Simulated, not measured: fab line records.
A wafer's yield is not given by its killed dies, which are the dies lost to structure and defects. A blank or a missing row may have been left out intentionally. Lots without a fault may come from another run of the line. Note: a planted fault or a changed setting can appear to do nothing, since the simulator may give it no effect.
Split-lot study | flow n5-finfet | 39 wafers read across 7 lots, on a route 1938 steps long

## THE SPLIT ITSELF
At N5_DUMMY_GATE_ETCH_37 (etches SOC in N2/H2, target depth 60 nm, overetch 30 nm), the setting source-w was moved away from the recipe's 840 W on 15 of the 39 wafers read, by -12.5% to +17.5%. For the rest of the wafers, this setting stayed at what the recipe calls for.

The reading comes from the split's own step.

## THE READING
rf-vpp-V, in V, at N5_DUMMY_GATE_ETCH_37 (etches SOC in N2/H2, target depth 60 nm, overetch 30 nm). Fault-free wafers of this fab line usually give 524.2 V, standard deviation 2.2 V.

wafer  | tool, chamber at the split | source-w as run, W | against the recipe | rf-vpp-V, V | against lot-mates on the recipe
L076.1 | rie-diel-01, 1             | 840                | recipe             | 521.9       | -
L076.2 | rie-diel-01, 2             | 840                | recipe             | 523.3       | -
L076.3 | rie-diel-01, 3             | 840                | recipe             | 527.5       | -
L076.4 | rie-diel-01, 0             | 840                | recipe             | 526.0       | -
L076.5 | rie-diel-01, 1             | 840                | recipe             | 522.9       | -
L076.6 | rie-diel-01, 2             | 840                | recipe             | 523.7       | -
L077.1 | rie-diel-06, 0             | 840                | recipe             | 522.4       | -
L077.2 | rie-diel-06, 2             | 950                | +13.1%             | 505.0       | -18.5
L077.3 | rie-diel-06, 1             | 950                | +13.1%             | 502.5       | -21.0
L077.4 | rie-diel-06, 1             | 950                | +13.1%             | 503.9       | -19.6
L077.5 | rie-diel-06, 0             | 840                | recipe             | 521.6       | -
L077.6 | rie-diel-06, 2             | 840                | recipe             | 526.5       | -
L078.1 | rie-diel-01, 3             | 840                | recipe             | 527.9       | -
L078.2 | rie-diel-01, 1             | 840                | recipe             | 523.4       | -
L078.4 | rie-diel-01, 0             | 840                | recipe             | 526.4       | -
L084.1 | rie-diel-02, 3             | 888.7              | +5.8%              | 513.3       | -9.6
L084.2 | rie-diel-02, 1             | 840                | recipe             | 520.4       | -
L084.3 | rie-diel-02, 2             | 888.7              | +5.8%              | 518.0       | -4.9
L084.4 | rie-diel-02, 0             | 840                | recipe             | 520.2       | -
L084.5 | rie-diel-02, 2             | 840                | recipe             | 528.2       | -
L084.6 | rie-diel-02, 3             | 888.7              | +5.8%              | 513.7       | -9.2
L087.1 | rie-diel-02, 2             | 895.4              | +6.6%              | 514.7       | -6.8
L087.2 | rie-diel-02, 0             | 840                | recipe             | 520.9       | -
L087.3 | rie-diel-02, 3             | 895.4              | +6.6%              | 513.1       | -8.4
L087.4 | rie-diel-02, 1             | 840                | recipe             | 520.7       | -
L087.5 | rie-diel-02, 0             | 895.4              | +6.6%              | 510.4       | -11.1
L087.6 | rie-diel-02, 3             | 840                | recipe             | 523.0       | -
L093.1 | rie-diel-06, 3             | 840                | recipe             | 523.5       | -
L093.2 | rie-diel-06, 2             | 840                | recipe             | 527.7       | -
L093.3 | rie-diel-06, 0             | 734.6              | -12.5%             | 545.8       | +21.5
L093.4 | rie-diel-06, 1             | 734.6              | -12.5%             | 547.3       | +23.0
L093.5 | rie-diel-06, 0             | 840                | recipe             | 521.8       | -
L093.6 | rie-diel-06, 3             | 734.6              | -12.5%             | 549.5       | +25.2
L096.1 | rie-diel-02, 2             | 986.7              | +17.5%             | 499.4       | -22.9
L096.2 | rie-diel-02, 0             | 840                | recipe             | 519.5       | -
L096.3 | rie-diel-02, 3             | 986.7              | +17.5%             | 494.7       | -27.6
L096.4 | rie-diel-02, 1             | 840                | recipe             | 520.2       | -
L096.5 | rie-diel-02, 1             | 986.7              | +17.5%             | 493.2       | -29.1
L096.6 | rie-diel-02, 2             | 840                | recipe             | 527.2       | -

THE FIT
A straight line over all 39 wafers: rf-vpp-V changes by -1.67 V for each +1% of source-w; r = -0.98; the points scatter about the line by 2.7 V.
The same after taking each lot's own level away (the mean of its wafers on the recipe; 39 wafers): -1.6 V for each +1%; r = -0.98; scatter 2.5 V.
The reading moves by 28 V for the largest change in source-w, on that fit.
Across the lots, their own levels run from 521.53 to 525.90 V, a range of 2.0 times the standard deviation given above.
Consequently the slope shifts little with the lot-to-lot level, the two slopes agreeing.
Check: with one of the wafers moved furthest among these (+17.5%) left out of the fit, the line predicts -28 V for it against its lot-mates. It came out at -22.9 V against them.
Tool readings at the split's step, against how far the setting was moved: rf-vpp-V r = -0.98.

## OTHER SPLITS APPLIED TO THESE WAFERS
Before the reading, these wafers also passed through other splits. Each is held against what the fit with the lots' levels taken away leaves over:
other split on the same wafers  | wafers away from the commonest value | r with rf-vpp-V (lot level and that fit taken away)
N5_DUMMY_GATE_EXPOSE_12 dose-mj | 15                                   | +0.08

## THE FILE'S OWN FIT
rf-vpp-V changes by -1.57 V for each +1% of source-w, r = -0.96.
